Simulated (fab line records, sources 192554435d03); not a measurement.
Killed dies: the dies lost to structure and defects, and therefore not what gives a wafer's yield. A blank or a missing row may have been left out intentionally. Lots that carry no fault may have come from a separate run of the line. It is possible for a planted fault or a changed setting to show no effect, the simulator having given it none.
Split-lot experiment :: flow n5-finfet :: 39 wafers read across 7 lots, on a route 1938 steps long

SPLIT DETAILS
At N5_FIN_SAQP_HM_DEP_03 (deposits SiNx from SiH4/NH3/N2, target thk 38 nm, time 33.6 s), the setting target-thk-a was moved away from the recipe's 380 angstrom on 12 of the 39 wafers read, by -45.4% to +49.6%. For the rest of the wafers, this setting stayed at what the recipe calls for.

FROM THE SPLIT TO THE READING: what the file shows between them, 4 steps
- N5_FIN_SAQP_THK_MEAS_05
- N5_FIN_SAQP_PECVD_47: deposits a-Si from SiH4/He, target thk 45 nm, time 36.3 s
- N5_FIN_SAQP_PECVD_48: deposits SiNx from SiH4/NH3/N2, target thk 25 nm, time 22.1 s
- N5_FIN_SAQP_MANDREL2_REMOVE_60: chemistry HBr/Cl2/O2, target a-Si, stops on SiNx, bt time 10 s

THE READING
etch.depth-nm (the simulator's own value, which no gauge read), in nm, at N5_FIN_SAQP_HM_OPEN_33 (chemistry CH3F/O2, target SiNx, target depth 49.4 nm, time 70.6 s). The file gives no usual value for it. Here, 27 wafers ran the recipe; their average is 37.45 nm with a standard deviation of 0.41 nm.

wafer: L075.1
tool, chamber at the split: pecvd-01, 0
target-thk-a as run, angstrom: 380
against the recipe: recipe
etch.depth-nm, nm: 37.26
against lot-mates on the recipe: -

wafer: L075.2
tool, chamber at the split: pecvd-01, 1
target-thk-a as run, angstrom: 380
against the recipe: recipe
etch.depth-nm, nm: 36.86
against lot-mates on the recipe: -

wafer: L075.3
tool, chamber at the split: pecvd-01, 2
target-thk-a as run, angstrom: 380
against the recipe: recipe
etch.depth-nm, nm: 37
against lot-mates on the recipe: -

wafer: L075.4
tool, chamber at the split: pecvd-01, 2
target-thk-a as run, angstrom: 380
against the recipe: recipe
etch.depth-nm, nm: 37.21
against lot-mates on the recipe: -

wafer: L075.5
tool, chamber at the split: pecvd-01, 1
target-thk-a as run, angstrom: 380
against the recipe: recipe
etch.depth-nm, nm: 37.6
against lot-mates on the recipe: -

wafer: L075.6
tool, chamber at the split: pecvd-01, 0
target-thk-a as run, angstrom: 380
against the recipe: recipe
etch.depth-nm, nm: 37.86
against lot-mates on the recipe: -

wafer: L077.1
tool, chamber at the split: pecvd-04, 0
target-thk-a as run, angstrom: 380
against the recipe: recipe
etch.depth-nm, nm: 37.56
against lot-mates on the recipe: -

wafer: L077.2
tool, chamber at the split: pecvd-04, 1
target-thk-a as run, angstrom: 207.4
against the recipe: -45.4%
etch.depth-nm, nm: 20.77
against lot-mates on the recipe: -16.95

wafer: L077.3
tool, chamber at the split: pecvd-04, 2
target-thk-a as run, angstrom: 380
against the recipe: recipe
etch.depth-nm, nm: 37.77
against lot-mates on the recipe: -

wafer: L077.4
tool, chamber at the split: pecvd-04, 0
target-thk-a as run, angstrom: 207.4
against the recipe: -45.4%
etch.depth-nm, nm: 20.56
against lot-mates on the recipe: -17.16

wafer: L077.5
tool, chamber at the split: pecvd-04, 1
target-thk-a as run, angstrom: 207.4
against the recipe: -45.4%
etch.depth-nm, nm: 21.23
against lot-mates on the recipe: -16.49

wafer: L077.6
tool, chamber at the split: pecvd-04, 2
target-thk-a as run, angstrom: 380
against the recipe: recipe
etch.depth-nm, nm: 37.84
against lot-mates on the recipe: -

wafer: L079.1
tool, chamber at the split: pecvd-04, 0
target-thk-a as run, angstrom: 380
against the recipe: recipe
etch.depth-nm, nm: 37.15
against lot-mates on the recipe: -

wafer: L079.2
tool, chamber at the split: pecvd-04, 2
target-thk-a as run, angstrom: 380
against the recipe: recipe
etch.depth-nm, nm: 37.18
against lot-mates on the recipe: -

wafer: L079.3
tool, chamber at the split: pecvd-04, 1
target-thk-a as run, angstrom: 380
against the recipe: recipe
etch.depth-nm, nm: 37.28
against lot-mates on the recipe: -

wafer: L079.4
tool, chamber at the split: pecvd-04, 2
target-thk-a as run, angstrom: 380
against the recipe: recipe
etch.depth-nm, nm: 37.91
against lot-mates on the recipe: -

wafer: L079.5
tool, chamber at the split: pecvd-04, 0
target-thk-a as run, angstrom: 380
against the recipe: recipe
etch.depth-nm, nm: 37.58
against lot-mates on the recipe: -

wafer: L079.6
tool, chamber at the split: pecvd-04, 1
target-thk-a as run, angstrom: 380
against the recipe: recipe
etch.depth-nm, nm: 37.51
against lot-mates on the recipe: -

wafer: L080.1
tool, chamber at the split: pecvd-04, 2
target-thk-a as run, angstrom: 380
against the recipe: recipe
etch.depth-nm, nm: 37.04
against lot-mates on the recipe: -

wafer: L080.2
tool, chamber at the split: pecvd-04, 0
target-thk-a as run, angstrom: 242.5
against the recipe: -36.2%
etch.depth-nm, nm: 23.05
against lot-mates on the recipe: -14.27

wafer: L080.3
tool, chamber at the split: pecvd-04, 1
target-thk-a as run, angstrom: 242.5
against the recipe: -36.2%
etch.depth-nm, nm: 23.52
against lot-mates on the recipe: -13.80

wafer: L080.4
tool, chamber at the split: pecvd-04, 0
target-thk-a as run, angstrom: 242.5
against the recipe: -36.2%
etch.depth-nm, nm: 23.05
against lot-mates on the recipe: -14.27

wafer: L080.5
tool, chamber at the split: pecvd-04, 2
target-thk-a as run, angstrom: 380
against the recipe: recipe
etch.depth-nm, nm: 37.61
against lot-mates on the recipe: -

wafer: L080.6
tool, chamber at the split: pecvd-04, 1
target-thk-a as run, angstrom: 380
against the recipe: recipe
etch.depth-nm, nm: 37.32
against lot-mates on the recipe: -

wafer: L082.1
tool, chamber at the split: pecvd-04, 2
target-thk-a as run, angstrom: 568.5
against the recipe: +49.6%
etch.depth-nm, nm: 55.56
against lot-mates on the recipe: +18.52

wafer: L082.2
tool, chamber at the split: pecvd-04, 0
target-thk-a as run, angstrom: 380
against the recipe: recipe
etch.depth-nm, nm: 36.44
against lot-mates on the recipe: -

wafer: L082.3
tool, chamber at the split: pecvd-04, 1
target-thk-a as run, angstrom: 568.5
against the recipe: +49.6%
etch.depth-nm, nm: 55.73
against lot-mates on the recipe: +18.69

wafer: L082.4
tool, chamber at the split: pecvd-04, 0
target-thk-a as run, angstrom: 568.5
against the recipe: +49.6%
etch.depth-nm, nm: 55.99
against lot-mates on the recipe: +18.95

wafer: L082.5
tool, chamber at the split: pecvd-04, 2
target-thk-a as run, angstrom: 380
against the recipe: recipe
etch.depth-nm, nm: 37.48
against lot-mates on the recipe: -

wafer: L082.6
tool, chamber at the split: pecvd-04, 1
target-thk-a as run, angstrom: 380
against the recipe: recipe
etch.depth-nm, nm: 37.21
against lot-mates on the recipe: -

wafer: L088.1
tool, chamber at the split: pecvd-01, 1
target-thk-a as run, angstrom: 217.3
against the recipe: -42.8%
etch.depth-nm, nm: 20.79
against lot-mates on the recipe: -17.25

wafer: L088.2
tool, chamber at the split: pecvd-01, 0
target-thk-a as run, angstrom: 217.3
against the recipe: -42.8%
etch.depth-nm, nm: 21.4
against lot-mates on the recipe: -16.64

wafer: L088.3
tool, chamber at the split: pecvd-01, 2
target-thk-a as run, angstrom: 380
against the recipe: recipe
etch.depth-nm, nm: 37.95
against lot-mates on the recipe: -

wafer: L088.4
tool, chamber at the split: pecvd-01, 1
target-thk-a as run, angstrom: 217.3
against the recipe: -42.8%
etch.depth-nm, nm: 21.46
against lot-mates on the recipe: -16.58

wafer: L088.5
tool, chamber at the split: pecvd-01, 2
target-thk-a as run, angstrom: 380
against the recipe: recipe
etch.depth-nm, nm: 38.04
against lot-mates on the recipe: -

wafer: L088.6
tool, chamber at the split: pecvd-01, 0
target-thk-a as run, angstrom: 380
against the recipe: recipe
etch.depth-nm, nm: 38.13
against lot-mates on the recipe: -

wafer: L094.1
tool, chamber at the split: pecvd-01, 0
target-thk-a as run, angstrom: 380
against the recipe: recipe
etch.depth-nm, nm: 37.04
against lot-mates on the recipe: -

wafer: L094.2
tool, chamber at the split: pecvd-01, 2
target-thk-a as run, angstrom: 380
against the recipe: recipe
etch.depth-nm, nm: 37.26
against lot-mates on the recipe: -

wafer: L094.5
tool, chamber at the split: pecvd-01, 2
target-thk-a as run, angstrom: 380
against the recipe: recipe
etch.depth-nm, nm: 38.09
against lot-mates on the recipe: -

FIT RESULTS
A straight line over all 39 wafers: etch.depth-nm changes by +0.374 nm for each +1% of target-thk-a; r = +1.00; the points scatter about the line by 0.45 nm.
The same after taking each lot's own level away (the mean of its wafers on the recipe; 39 wafers): +0.381 nm for each +1%; r = +1.00; scatter 0.37 nm.
Per that fit: largest target-thk-a move, reading shift of 19 nm.
From 37.043 to 38.040 nm: that is the span of the lots' own levels, equal to 2.4 times the standard deviation above.
Consequently the slope shifts little with the lot-to-lot level, the two slopes agreeing.
Check: +18.9 nm against its lot-mates is what the line predicts for one of the wafers moved furthest among these (+49.6%) when that wafer is left out of the fit. It came out at +18.5 nm against them.

THE OTHER SPLITS THESE WAFERS WENT THROUGH
Before the reading, these wafers also passed through other splits. Each is held against what the fit with the lots' levels taken away leaves over:
other split on the same wafers: N5_ZERO_LAYER_ETCH_18 target-depth-a
wafers away from the commonest value: 15
r with etch.depth-nm (lot level and that fit taken away): -0.04

THE WHOLE CHAIN: every reading that the file lists as answering this split, in the file's order
step: N5_FIN_SAQP_HM_DEP_03
what it does: deposits SiNx from SiH4/NH3/N2, target thk 38 nm, time 33.6 s
reading: SiNx_of_FIN_SAQP_HM_DEP_03.thk-nm (the simulator's own value, which no gauge read)
change (the file's fit): +0.382 nm for each +1% of the setting
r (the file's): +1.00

step: N5_FIN_SAQP_THK_MEAS_05
what it does: 
reading: thk-nm
change (the file's fit): withheld for each +1% of the setting
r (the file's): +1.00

step: N5_FIN_SAQP_HM_OPEN_33
what it does: chemistry CH3F/O2, target SiNx, target depth 49.4 nm, time 70.6 s
reading: etch-rf-on-time-s
change (the file's fit): withheld for each +1% of the setting
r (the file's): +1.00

step: N5_FIN_SAQP_HM_OPEN_33
what it does: chemistry CH3F/O2, target SiNx, target depth 49.4 nm, time 70.6 s
reading: etch.depth-nm (the simulator's own value, which no gauge read)
change (the file's fit): +0.382 nm for each +1% of the setting
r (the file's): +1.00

FILE'S OWN FIT
etch.depth-nm changes by +0.382 nm for each +1% of target-thk-a, r = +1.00.
